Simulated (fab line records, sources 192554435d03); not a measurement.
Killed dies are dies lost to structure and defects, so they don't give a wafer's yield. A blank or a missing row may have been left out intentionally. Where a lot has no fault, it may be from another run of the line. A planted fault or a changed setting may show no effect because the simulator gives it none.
Which tool was responsible? || flow n5Finfet || Sampling: 9 lots, 27 wafers, 4 of 1938 route steps

WHAT THE GAUGES READ, wafer by wafer
N5_ILD0_THK_MEAS_08.
{"lot": "L106", "measured": "day 4 09:45", "on": "filmMetro-02", "thkNm (nm)": "137.1 137.1 138.6"}
{"lot": "L109", "measured": "day 5 02:56", "on": "filmMetro-02", "thkNm (nm)": "137.1 139.9 137.5"}
{"lot": "L111", "measured": "day 5 17:46", "on": "filmMetro-02", "thkNm (nm)": "138.6 138.4 138.5"}
{"lot": "L112", "measured": "day 5 23:11", "on": "filmMetro-01", "thkNm (nm)": "139.2 139.5 138.6"}
{"lot": "L115", "measured": "day 6 20:51", "on": "filmMetro-02", "thkNm (nm)": "138.9 137.5 138.5"}
{"lot": "L119", "measured": "day 7 14:54", "on": "filmMetro-01", "thkNm (nm)": "139.6 139.9 137.3"}
{"lot": "L122", "measured": "day 8 11:14", "on": "filmMetro-02", "thkNm (nm)": "139.0 138.8 140.6"}
{"lot": "L124", "measured": "day 8 19:04", "on": "filmMetro-01", "thkNm (nm)": "140.1 138.0 139.6"}
{"lot": "L126", "measured": "day 9 12:11", "on": "filmMetro-01", "thkNm (nm)": "138.5 137.9 139.8"}

EACH LOT AND THE TOOL THAT RAN IT (in order: tool; ch and the chambers of the sampled wafers; start)
{"lot": "L106", "N5_SD_EPI_P_DESCUM_14": "rieDiel-05 ch 1,2,3, day 3 22:35", "N5_ILD0_LINER_00": "aldSin-04 ch 0,1,2, day 4 06:45", "N5_ILD0_CMP_03": "cmp-02 ch 1,2, day 4 09:08"}
{"lot": "L109", "N5_SD_EPI_P_DESCUM_14": "rieDiel-05 ch 0,1, day 4 17:50", "N5_ILD0_LINER_00": "aldSin-02 ch 1,2, day 4 23:57", "N5_ILD0_CMP_03": "cmp-03 ch 2,3, day 5 02:19"}
{"lot": "L111", "N5_SD_EPI_P_DESCUM_14": "rieDiel-04 ch 1,2,3, day 5 10:06", "N5_ILD0_LINER_00": "aldSin-04 ch 0,1,2, day 5 14:46", "N5_ILD0_CMP_03": "cmp-02 ch 0,1,2, day 5 17:11"}
{"lot": "L112", "N5_SD_EPI_P_DESCUM_14": "rieDiel-05 ch 1,2, day 5 14:40", "N5_ILD0_LINER_00": "aldSin-02 ch 0,2,3, day 5 20:13", "N5_ILD0_CMP_03": "cmp-01 ch 2,3, day 5 22:37"}
{"lot": "L115", "N5_SD_EPI_P_DESCUM_14": "rieDiel-04 ch 0,2,3, day 6 12:57", "N5_ILD0_LINER_00": "aldSin-01 ch 2,3, day 6 17:52", "N5_ILD0_CMP_03": "cmp-03 ch 0,3, day 6 20:16"}
{"lot": "L119", "N5_SD_EPI_P_DESCUM_14": "rieDiel-04 ch 1,2, day 7 07:05", "N5_ILD0_LINER_00": "aldSin-04 ch 1,2,3, day 7 11:55", "N5_ILD0_CMP_03": "cmp-02 ch 0,1,3, day 7 14:17"}
{"lot": "L122", "N5_SD_EPI_P_DESCUM_14": "rieDiel-04 ch 0,2,3, day 8 02:43", "N5_ILD0_LINER_00": "aldSin-04 ch 0,1,2, day 8 08:16", "N5_ILD0_CMP_03": "cmp-03 ch 0,1,2, day 8 10:37"}
{"lot": "L124", "N5_SD_EPI_P_DESCUM_14": "rieDiel-05 ch 0,2,3, day 8 11:28", "N5_ILD0_LINER_00": "aldSin-01 ch 1,2, day 8 16:05", "N5_ILD0_CMP_03": "cmp-01 ch 0,1,2, day 8 18:34"}
{"lot": "L126", "N5_SD_EPI_P_DESCUM_14": "rieDiel-04 ch 0,2,3, day 9 04:41", "N5_ILD0_LINER_00": "aldSin-02 ch 0,3, day 9 09:13", "N5_ILD0_CMP_03": "cmp-03 ch 0,1,3, day 9 11:37"}
- N5_SD_EPI_P_DESCUM_14: chemistry O2, time 7.9 s.
- N5_ILD0_LINER_00: material SiNx, target thk 4 nm, pulse time 1 s, purge time 2 s.
- N5_ILD0_CMP_03: polishes, stops on SiNx, t overpolish 1.9 s, target thk 197.38 nm.

THE ANSWER, worked out from the rows above alone
Rule: the usual values come from the lots themselves. The widest of any qualifying gaps counts: lots, ordered by their means at a reading, are off when they make up no more than a third of the lots, leave a main group of 4 or more, and stand apart from it by 3 or more times the standard deviation of that group's means. A main group is skipped when, at the precision printed for the reading in the tables above, its means are all equal. Also off: a lot with no number at a reading for which 4 or more lots have one. Any other lot the step has rows for is counted as sound.
Nothing can be told from this: no lot is off at any reading shown.

WHAT WAS PUT IN BY THE SIMULATOR
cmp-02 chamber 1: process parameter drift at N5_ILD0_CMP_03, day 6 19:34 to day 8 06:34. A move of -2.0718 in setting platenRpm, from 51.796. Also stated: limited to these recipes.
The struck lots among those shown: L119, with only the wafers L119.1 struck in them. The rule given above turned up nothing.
